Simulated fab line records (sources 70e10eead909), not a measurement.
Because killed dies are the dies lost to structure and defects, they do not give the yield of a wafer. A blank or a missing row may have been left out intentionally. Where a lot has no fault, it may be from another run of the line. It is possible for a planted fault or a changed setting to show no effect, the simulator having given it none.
Comparing a struck lot with a sound one / flow nand-harc / 14 out of 1159 route steps
Sound: the wafers L218.2, L218.3, L218.5. Wafers struck: L227.3, L227.5, L227.6. The cause is named last.
At each step with rows: each side's tool, then ch and its chambers, then its first start. Under that, the readings that differ: sound wafers / struck wafers / difference of the means / sigmas: that difference in standard deviations of wafers without a fault.
alike: same words and numbers on both sides, and readings whose means sit less than 2 such deviations apart. not compared: any withheld reading, any reading some wafer has no value for, any bound like >300 that may hide the same value, and any number with overlapping values for which the record gives no deviation.
A row with sigmas, a row that says differs or no value, or rows on one side alone: a step with any of these is where the two part. Numbers that have no deviation but don't overlap get no sigmas and don't part them. A reading that every wafer of one side lacks parts them only if that side has two wafers or more.

first, 10 steps without rows for these wafers: NHARC_A_STAIRCASE_SRD_208; NHARC_A_STAIRCASE_DEHYDRATE_209 (time 120 s); NHARC_A_STAIRCASE_HMDS_210 (time 30 s); NHARC_A_STAIRCASE_COAT_211; NHARC_A_STAIRCASE_SOFTBAKE_212 (time 170 s); NHARC_A_STAIRCASE_EBR_213; NHARC_A_STAIRCASE_EXPOSE_214 (exposes mask STAIR 3); NHARC_A_STAIRCASE_PEB_215 (peb time 130 s); NHARC_A_STAIRCASE_DEVELOP_216 (time 140 s); NHARC_A_STAIRCASE_HARDBAKE_218 (time 140 s).
NHARC_A_STAIRCASE_DESCUM_219: chemistry O2, time 3 s.
  sound on rie-diel-05 ch 1,2,3, day 11 20:22; struck on rie-diel-07 ch 2,3, day 14 10:35
  alike: drypump-motor-current-A, oes-product-au, rf-vpp-V, showerhead-plenum-p-Torr, throttle-valve-pct
  not compared: rf-hours-counter-h
NHARC_A_STAIRCASE_TRIM_220: chemistry O2, time 211.2 s.
  sound on rie-diel-05 ch 0,2,3, day 11 20:30; struck on rie-diel-07 ch 2,3, day 14 10:41
reading=run-length-s (s); sound=232.8 232.4 232.6; struck=187.3 187.8 187.3; difference=-45.1; sigmas=-99 or more
  alike: drypump-motor-current-A, oes-product-au, rf-vpp-V, showerhead-plenum-p-Torr, throttle-valve-pct
  not compared: rf-hours-counter-h
NHARC_A_STAIRCASE_ETCH_221: etches the open film in C4F8/O2, target depth 100 nm, time 40.5 s.
  sound: rie-diel-05 ch 0,1,2; struck: rie-diel-07 ch 2,3
  alike: oes-product-au, rf-vpp-V
  not compared: rf-hours-counter-h
-- break in the record here, with 8 days between the starts of the struck wafers on either side (left off in module A_STAIRCASE, picked up again in module END, where the first step shown is number 1159 on the route) --
NHARC_END_SORT_01:
  the record has rows for the struck wafers here (prober-02 ch 0, day 22 01:47) and none for the sound ones

== WHERE THEY PART ==
Last at NHARC_END_SORT_01 as far as this record goes, first at NHARC_A_STAIRCASE_TRIM_220.

WHY: what had been put in by the simulator
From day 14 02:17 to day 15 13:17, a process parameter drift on rie-diel-07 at NHARC_A_STAIRCASE_TRIM_220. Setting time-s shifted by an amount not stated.
